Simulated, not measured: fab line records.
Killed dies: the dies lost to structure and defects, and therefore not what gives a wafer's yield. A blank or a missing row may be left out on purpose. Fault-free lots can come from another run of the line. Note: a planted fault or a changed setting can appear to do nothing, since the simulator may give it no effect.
Comparing a struck lot with a sound one	flow nand_harc	13 steps out of a route of 1302
Sound: the wafers L199.2, L199.3, L199.4. Wafers struck: L211.1, L211.4, L211.5. The cause comes at the end.
Per side, at each step with rows, come the tool, then ch with its chambers, and then its first start. Under that, the readings that differ: sound wafers	struck wafers	difference of the means	sigmas: that difference in standard deviations of wafers without a fault.
alike: a reading whose means differ by less than 2 such deviations, as well as words and numbers matching on both sides. not compared: withheld readings; readings where some wafer has no value; bounds like >300 that might hide an equal value; numbers whose values overlap and for which the record gives no deviation.
The two part at a step that has a row with sigmas, a row that says differs or no value, or rows on one side only. Numbers that don't overlap but have no deviation are shown without sigmas and don't part them. Lack of a reading on every wafer of one side parts them only where that side has two or more wafers.

NHARC_A_CONTACT_CVD_19: deposits W, target thk 300 nm, time 802 s.
  sound: cvd_w-02 ch 0,1; struck: cvd_w-01 ch 0,1
  alike: heater_power_w, mfc_wf6_sccm, throttle_valve_pct
NHARC_A_CONTACT_CMP_20: polishes, t overpolish 30 s, target thk 300 nm.
  sound on cmp-02 ch 1,2,3, day 24 05:46; struck on cmp-01 ch 0,1,3, day 28 16:22
  alike: motor_current_A, overpolish_run_s, time_to_endpoint_s
next, for these wafers, 1 step has no rows: NHARC_A_CONTACT_SRD_22.
NHARC_A_CONTACT_INSPECT_23:
  sound on defect_inspect-01 at day 24 06:10; struck on defect_inspect-01 at day 28 16:43
  alike: raw_defect_count
then, 7 steps without rows for these wafers: NHARC_A_BLC_DEHYDRATE_00 (time 120 s); NHARC_A_BLC_HMDS_01 (time 30 s); NHARC_A_BLC_COAT_02 (time 75 s); NHARC_A_BLC_COAT_03 (time 65 s); NHARC_A_BLC_COAT_04 (resist thk 90 nm); NHARC_A_BLC_SOFTBAKE_05 (time 55 s); NHARC_A_BLC_EBR_06.
NHARC_A_BLC_EXPOSE_07: exposes mask A BLC, target cd 100 nm.
  struck on arfi_scanner-01, day 28 17:05; sound on arfi_scanner-02 ch 0, day 24 06:33
  no value came back on the struck wafers for exposure_dose_mJ_cm2, focus_offset_nm (nm); on the sound wafers exposure_dose_mJ_cm2 reads 68.15 68.19 68.18
  alike: mask
then, 1 step without rows for these wafers: NHARC_A_BLC_PEB_08 (peb time 65 s).

== WHERE THEY PART ==
NHARC_A_BLC_EXPOSE_07 only, going by this record.

WHY: what the simulator had put in
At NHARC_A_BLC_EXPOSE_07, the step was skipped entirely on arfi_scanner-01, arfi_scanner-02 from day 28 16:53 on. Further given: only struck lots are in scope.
